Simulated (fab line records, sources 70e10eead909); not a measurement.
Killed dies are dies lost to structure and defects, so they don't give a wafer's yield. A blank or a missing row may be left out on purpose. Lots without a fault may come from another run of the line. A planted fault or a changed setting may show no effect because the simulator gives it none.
One fault seen from 2 desks | flow nand_harc | each desk has only its own numbers; what lay behind them comes last

THE METROLOGY DESK
What the gauges read, lot by lot, whatever tool the lot ran on: means of the sampled wafers that have a number. A lot is out of limits, marked OUT, if its mean lies more than 4 standard deviations from the usual mean; the brackets give that distance.
Columns: A = cd_nm at NHARC_THIN_TSV_CD_MEAS_16, usual 999.3 nm; B = cd_nm at NHARC_THIN_TSV_CD_MEAS_37, usual 5000.1 nm
lot  | first seen here | A      | B
L953 | day 24 01:41    | 1000.1 | 5001.6
L954 | day 24 02:53    | 999.6  | 5000.4
L955 | day 25 01:08    | 997.8  | 5000.5
L958 | day 25 14:13    | 996.6  | 4998.4
L961 | day 26 15:43    | 997.0  | 4997.2
L963 | day 27 21:52    | 1001.8 | 5003.4
L962 | day 27 23:10    | 997.3  | 4996.3
L964 | day 28 18:58    | 996.9  | 4996.3
L965 | day 28 20:10    | 1002.7 | 5004.3
L968 | day 30 09:51    | 1000.5 | 5000.7
L969 | day 30 20:41    | 998.8  | 4999.9
L970 | day 31 06:58    | 1000.2 | 5001.5
L971 | day 31 11:34    | 998.6  | 4998.9
This desk's finding: nothing out of limits on any of the 13 lots.

THE TOOL OWNER'S DESK: ald_hk-02
The tool's own readings at NHARC_A_STAIRCASE_ALD_420 (deposits SiO2, target thk 20 nm, pulse time 6 s, ald cycles 200): means of the sampled wafers that have a number, for each lot that ran on this tool. A lot is out of limits, marked OUT, if its mean lies more than 4 standard deviations from the usual mean; the brackets give that distance.
Columns: A = heater_power_w at NHARC_A_STAIRCASE_ALD_420, usual 457 W; B = precursor_pulse_height_rel at NHARC_A_STAIRCASE_ALD_420, usual 1.001
lot  | first seen here | A   | B
L965 | day 22 11:55    | 480 | 1.002
L968 | day 23 22:31    | 468 | 0.996
L969 | day 24 08:28    | 442 | 1.017
L971 | day 24 19:16    | 445 | 0.991
This desk's finding: nothing out of limits on any of the 4 lots.

PUT TOGETHER
The metrology desk saw nothing out of limits.
The tool owner's desk saw nothing out of limits.

WHAT THE SIMULATOR HAD PUT IN
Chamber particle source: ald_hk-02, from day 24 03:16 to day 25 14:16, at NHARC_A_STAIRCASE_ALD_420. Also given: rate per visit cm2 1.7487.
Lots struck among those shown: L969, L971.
